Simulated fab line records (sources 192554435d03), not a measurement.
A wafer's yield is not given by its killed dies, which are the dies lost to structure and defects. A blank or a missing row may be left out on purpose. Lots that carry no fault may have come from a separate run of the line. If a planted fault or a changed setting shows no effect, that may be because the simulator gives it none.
A lot that was struck, set against a sound lot ; flow n5Finfet ; 37 out of 1938 route steps
Sound: wafers L585.1, L585.4. Struck: wafers L572.1, L572.4, L572.6. The cause comes at the end.
Per side, at each step with rows, come the tool, then ch with its chambers, and then its first start. Under that, the readings that differ: sound wafers ; struck wafers ; difference of the means ; sigmas: that difference in standard deviations of wafers without a fault.
alike: a reading whose means differ by less than 2 such deviations, as well as words and numbers matching on both sides. not compared: withheld readings; readings where some wafer has no value; bounds like >300 that might hide an equal value; numbers whose values overlap and for which the record gives no deviation.
A row with sigmas, a row that says differs or no value, or rows on one side alone: a step with any of these is where the two part. When numbers do not overlap yet have no deviation, they are printed without sigmas and do not part them. Lack of a reading on every wafer of one side parts them only where that side has two or more wafers.

first, 9 steps without rows for these wafers: N5_BEOL_M4_ANNEAL_95 (time 240 s); N5_BEOL_M4_SPUTTER_96 (material Cu, target thk 4.5 nm, time 8.29 s); N5_BEOL_M4_ECD_50 (material Cu, target thk 300 nm); N5_BEOL_M4_ANNEAL_51 (time 90 s); N5_BEOL_M4_CMP_52 (polishes, stops on SiOC, t overpolish 6.8 s, target thk 40 nm); N5_BEOL_M4_PRE_CLEAN_60 (time 15 s); N5_BEOL_M4_CO_CAP_55 (material Co, precursor CCTBA/H2, target thk 2 nm, time 102.1 s); N5_BEOL_M4_PRE_CLEAN_56 (time 15 s); N5_BEOL_M4_DEP_57 (deposits SiCN from 3MS/NH3, target thk 8 nm, time 14 s).
N5_BEOL_M4_RC_MEAS_101:
  sound on prober-02 ch 0, day 14 03:34; struck on prober-01 ch 0, day 10 03:18
  alike: DIBL_N, DIBL_P, IOFF_N, IOFF_P, ION_N, ION_P, SS_N, SS_P, VT_N, VT_P
then, 24 steps without rows for these wafers: N5_BEOL_M5_ILD_DEP_00 (deposits SiCOH lowk from DEMS/porogen, target thk 140.64 nm, time 25.9 s); N5_BEOL_M5_CURE_79 (cures SiCOH lowk, time 240 s); N5_BEOL_M5_PECVD_70 (deposits SiO2 from TEOS/O2, target thk 16 nm, time 18 s); N5_BEOL_M5_HM_DEP_02 (deposits TiN, target thk 20 nm); N5_BEOL_M5_COAT_59 (time 60 s, resist thk 60 nm); N5_BEOL_M5_COAT_60 (time 60 s, resist thk 12 nm); N5_BEOL_M5_COAT_71 (time 60 s, resist thk 5 nm); N5_BEOL_M5_COAT_05 (resist thk 30 nm); N5_BEOL_M5_EBR_07; N5_BEOL_M5_SOFTBAKE_06 (time 60 s); N5_BEOL_M5_EXPOSE_08 (exposes mask M5, target cd 28 nm); N5_BEOL_M5_PEB_09 (peb time 60 s); N5_BEOL_M5_DEVELOP_10 (develop time 30 s); N5_BEOL_M5_DESCUM_16 (chemistry O2, time 7 s); N5_BEOL_M5_ETCH_72 (etches underlayer in N2/H2, target depth 6.5 nm, time 5.2 s); N5_BEOL_M5_ETCH_61 (etches SiARC in CF4, target depth 15.6 nm, time 26 s); N5_BEOL_M5_ETCH_62 (etches SOC in N2/H2, target depth 75 nm, overetch 15 nm, time 112.5 s); N5_BEOL_M5_STRIP_63 (strips in N2/H2); N5_BEOL_M5_STRIP_73 (strips in N2/H2); N5_BEOL_M5_STRIP_64 (strips in CF4); N5_BEOL_M5_HM_OPEN_17 (chemistry Cl2/BCl3, target TiN, target depth 20 nm, overetch 6 nm); N5_BEOL_M5_STRIP_19 (strips in O2); N5_BEOL_M5_COAT_65 (time 60 s, resist thk 60 nm); N5_BEOL_M5_COAT_66 (time 60 s, resist thk 12 nm).
N5_BEOL_M5_STRIP_36: strips in N2/H2.
  sound on rieDiel-04 ch 0,2, day 14 10:25; struck on rieDiel-01 ch 2,3, day 10 07:43
  no value came back on the struck wafers for any of 9 readings (biasPowerW (W), chamberPressureMTorr (mTorr) and others); on the sound wafers biasPowerW (W) reads 7.019 6.995
reading;sound;struck;difference;sigmas
model.SOC_of_BEOL_M5_COAT_65.thkNm (nm);0 0;56 56 55.6;+56;
N5_BEOL_M5_ETCH_41: etches SiCN in CH3F/O2, target depth 31.5 nm, time 56.7 s.
  sound on rieDiel-04 ch 0,2; struck on rieDiel-01 ch 2,3, day 10 07:47
reading;sound;struck;difference;sigmas
model.SOC_of_BEOL_M5_COAT_65.thkNm (nm);0 0;38.2 38.4 37.4;+38.0;
  alike: drypumpMotorCurrentA, oesProductAu, rfVppV, showerheadPlenumPTorr, throttleValvePct
  not compared: rfHoursCounterH
-- a jump in the record: the struck wafers' starts before and after are 5 days apart (it breaks off in module BEOL_M5 and resumes in module PASSIVATION, where the first step shown is number 1936 of the route) --
N5_PASSIVATION_PROBE_49:
  the record has rows for the struck wafers here (prober-01, day 14 21:31) and none for the sound ones

== WHERE THEY PART ==
At N5_BEOL_M5_STRIP_36 first; at N5_PASSIVATION_PROBE_49 last (within this record only).

WHY: the cause the simulator had injected
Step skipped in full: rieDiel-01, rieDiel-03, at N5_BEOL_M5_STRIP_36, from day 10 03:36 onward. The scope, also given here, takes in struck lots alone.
